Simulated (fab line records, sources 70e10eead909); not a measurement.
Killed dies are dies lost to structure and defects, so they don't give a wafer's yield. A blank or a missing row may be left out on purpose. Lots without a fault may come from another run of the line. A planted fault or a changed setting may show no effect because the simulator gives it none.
Chamber matching | flow nand_harc | NHARC_P_GATE_DESCUM_61 on rie_diel-12: 4 sister chambers
The step chemistry O2, time 3 s. 14 wafers are shown with their chamber, then 7 later ones without.

WAFERS WITH THEIR CHAMBER
wafer  | chamber | showerhead_plenum_p_Torr (Torr) | drypump_motor_current_A (A) | rf_vpp_V (V)
L927.2 | 0       | 1.94                            | 6.11                        | 57.8
L927.3 | 1       | 1.82                            | 5.78                        | 57.1
L927.4 | 3       | 2.02                            | 6.20                        | 57.6
L931.2 | 1       | 1.82                            | 5.80                        | 57.7
L931.3 | 0       | 1.94                            | 6.10                        | 58.3
L931.4 | 3       | 2.02                            | 6.18                        | 57.7
L933.2 | 0       | 1.94                            | 6.12                        | 58.7
L933.3 | 3       | 2.02                            | 6.17                        | 58.7
L933.6 | 1       | 1.81                            | 5.79                        | 56.0
L935.1 | 2       | 1.91                            | 5.55                        | 58.4
L935.4 | 3       | 2.02                            | 6.23                        | 59.4
L935.5 | 3       | 2.02                            | 6.22                        | 58.9
L936.1 | 0       | 1.93                            | 6.08                        | 58.0
L936.5 | 2       | 1.91                            | 5.58                        | 57.5

SIGNATURES (means of the wafers above)
reading                  | chamber 0 | chamber 1 | chamber 2 | chamber 3 | scatter within a chamber
showerhead_plenum_p_Torr | 1.9375    | 1.8167    | 1.9100    | 2.0200    | 0.00376
drypump_motor_current_A  | 6.1025    | 5.7900    | 5.5650    | 6.2000    | 0.0203
rf_vpp_V                 | 58.200    | 56.933    | 57.950    | 58.460    | 0.693
Rule: a wafer's distance from a chamber is the root of the sum, over the readings, of the square of ((its reading less the chamber's mean) divided by the reading's scatter). The wafer belongs to the nearest chamber; if the next one is less than 2 further off, it can't be placed. The scatter: the root of (the sum of the squares of (reading less its chamber's mean) over the shown wafers, divided by (wafers less chambers)).

WAFERS WITHOUT THEIR CHAMBER
wafer  | showerhead_plenum_p_Torr (Torr) | drypump_motor_current_A (A) | rf_vpp_V (V)
L936.6 | 2.02                            | 6.19                        | 59.0
L947.1 | 2.01                            | 6.18                        | 58.4
L947.2 | 1.90                            | 5.59                        | 58.5
L947.3 | 1.93                            | 6.12                        | 56.4
L950.2 | 1.90                            | 5.56                        | 57.8
L950.3 | 1.93                            | 6.12                        | 59.0
L950.6 | 1.93                            | 6.10                        | 58.6

WHICH CHAMBER EACH WENT THROUGH
wafer  | from the rows above | in truth
L936.6 | 3                   | 3
L947.1 | 3                   | 3
L947.2 | 2                   | 2
L947.3 | 0                   | 0
L950.2 | 2                   | 2
L950.3 | 0                   | 0
L950.6 | 0                   | 0
Placed correctly: 7 of 7. Can't be placed from these rows: 0. Placed wrongly: 0.
